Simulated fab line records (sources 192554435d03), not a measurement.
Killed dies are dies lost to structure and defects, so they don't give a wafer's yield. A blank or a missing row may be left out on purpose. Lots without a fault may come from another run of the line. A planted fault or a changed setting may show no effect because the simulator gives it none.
Split-lot experiment | flow n5Finfet | 7 lots, 39 wafers read, on a route of 1938 steps

ABOUT THE SPLIT
At N5_BEOL_M11_ILD_DEP_00 (deposits SiCOH lowk from DEMS/porogen, target thk 308.51 nm, time 58 s), the setting timeS was moved away from the recipe's 58 s on 15 of the 39 wafers read, by -41.5% to +44.7%. All remaining wafers had this setting at the recipe value.

BETWEEN THE SPLIT AND THE READING: the file shows 1 step in between
- N5_BEOL_M11_CURE_71: cures SiCOH lowk, time 240 s

THE READING
M11_ILD_THK, in nm, at N5_BEOL_M11_THK_MEAS_01. On this fab line, fault-free wafers typically give 267 nm with a standard deviation of 3.2 nm.

wafer  | tool, chamber at the split | timeS as run, s | against the recipe | M11_ILD_THK, nm | against lot-mates on the recipe
L075.1 | pecvd-02, 2                | 58              | recipe             | 269             | -
L075.3 | pecvd-02, 0                | 58              | recipe             | 275             | -
L075.4 | pecvd-02, 2                | 58              | recipe             | 272             | -
L080.1 | pecvd-03, 0                | 58              | recipe             | 262             | -
L080.2 | pecvd-03, 1                | 58              | recipe             | 262             | -
L080.3 | pecvd-03, 2                | 58              | recipe             | 265             | -
L080.4 | pecvd-03, 2                | 33.92           | -41.5%             | 156             | -107
L080.5 | pecvd-03, 1                | 33.92           | -41.5%             | 156             | -107
L080.6 | pecvd-03, 0                | 33.92           | -41.5%             | 153             | -110
L087.1 | pecvd-04, 1                | 58              | recipe             | 261             | -
L087.2 | pecvd-04, 2                | 41.3            | -28.8%             | 187             | -76
L087.3 | pecvd-04, 0                | 58              | recipe             | 262             | -
L087.4 | pecvd-04, 1                | 41.3            | -28.8%             | 190             | -73
L087.5 | pecvd-04, 2                | 58              | recipe             | 267             | -
L087.6 | pecvd-04, 0                | 41.3            | -28.8%             | 189             | -74
L086.1 | pecvd-03, 1                | 58              | recipe             | 264             | -
L086.2 | pecvd-03, 0                | 83.92           | +44.7%             | 384             | +118
L086.3 | pecvd-03, 2                | 58              | recipe             | 266             | -
L086.4 | pecvd-03, 2,0              | 83.92           | +44.7%             | 388             | +122
L086.5 | pecvd-03, 1                | 58              | recipe             | 268             | -
L086.6 | pecvd-03, 2,0              | 83.92           | +44.7%             | 388             | +122
L089.1 | pecvd-03, 0                | 58              | recipe             | 267             | -
L089.2 | pecvd-03, 1                | 58              | recipe             | 266             | -
L089.3 | pecvd-03, 2                | 58              | recipe             | 264             | -
L089.4 | pecvd-03, 1                | 58              | recipe             | 271             | -
L089.5 | pecvd-03, 0                | 58              | recipe             | 272             | -
L089.6 | pecvd-03, 2                | 58              | recipe             | 270             | -
L090.1 | pecvd-03, 0                | 71.43           | +23.2%             | 327             | +59
L090.2 | pecvd-03, 2                | 58              | recipe             | 267             | -
L090.3 | pecvd-03, 1                | 71.43           | +23.2%             | 329             | +61
L090.4 | pecvd-03, 2                | 58              | recipe             | 267             | -
L090.5 | pecvd-03, 0                | 71.43           | +23.2%             | 329             | +61
L090.6 | pecvd-03, 1                | 58              | recipe             | 269             | -
L092.1 | pecvd-04, 0                | 58              | recipe             | 260             | -
L092.2 | pecvd-04, 2                | 69.06           | +19.1%             | 312             | +50
L092.3 | pecvd-04, 1                | 58              | recipe             | 263             | -
L092.4 | pecvd-04, 0                | 69.06           | +19.1%             | 318             | +56
L092.5 | pecvd-04, 1                | 58              | recipe             | 262             | -
L092.6 | pecvd-04, 2                | 69.06           | +19.1%             | 320             | +58
When a row names more than one chamber, that row covers several wafers, and the file does not tell which wafer ran in which chamber.

THE FIT
A straight line over all 39 wafers: M11_ILD_THK changes by +2.69 nm for each +1% of timeS; r = +1.00; the points scatter about the line by 3.4 nm.
The same after taking each lot's own level away (the mean of its wafers on the recipe; 39 wafers): +2.65 nm for each +1%; r = +1.00; scatter 2.6 nm.
On that fit, the largest move of timeS shifts the reading by 1.2e+02 nm.
From 261.7 to 272.0 nm: that is the span of the lots' own levels, equal to 3.2 times the standard deviation above.
So the lot-to-lot level changes the slope little: the two slopes agree.
Check: for one of the wafers moved furthest among these (+44.7%), held out of the fit, the line's prediction against its lot-mates is +120 nm. It came out at +118 nm against them.

OTHER SPLITS APPLIED TO THESE WAFERS
Note: prior to the reading, these wafers also went through further splits. Each is held against what the fit with the lots' levels taken away leaves over:
other split on the same wafers  | wafers away from the commonest value | r with M11_ILD_THK (lot level and that fit taken away)
N5_BEOL_M7_HM_DEP_02 targetThkA | 18                                   | -0.18
N5_BEOL_M7_DEP_56 targetThkA    | 12                                   | +0.12

THE WHOLE CHAIN: every reading that the file lists as answering this split, in the file's order
step                    | what it does                                                           | reading                                                                                  | change (the file's fit)              | r (the file's)
N5_BEOL_M11_ILD_DEP_00  | deposits SiCOH lowk from DEMS/porogen, target thk 308.51 nm, time 58 s | SiCOH_lowk_of_BEOL_M11_ILD_DEP_00.thkNm (the simulator's own value, which no gauge read) | +3 nm for each +1% of the setting    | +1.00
N5_BEOL_M11_CURE_71     | cures SiCOH lowk, time 240 s                                           | SiCOH_lowk_of_BEOL_M11_ILD_DEP_00.thkNm (the simulator's own value, which no gauge read) | +2.65 nm for each +1% of the setting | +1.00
N5_BEOL_M11_THK_MEAS_01 |                                                                        | M11_ILD_THK                                                                              | +2.66 for each +1% of the setting    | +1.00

THE FILE'S OWN FIT
M11_ILD_THK changes by +2.66 nm for each +1% of timeS, r = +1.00.
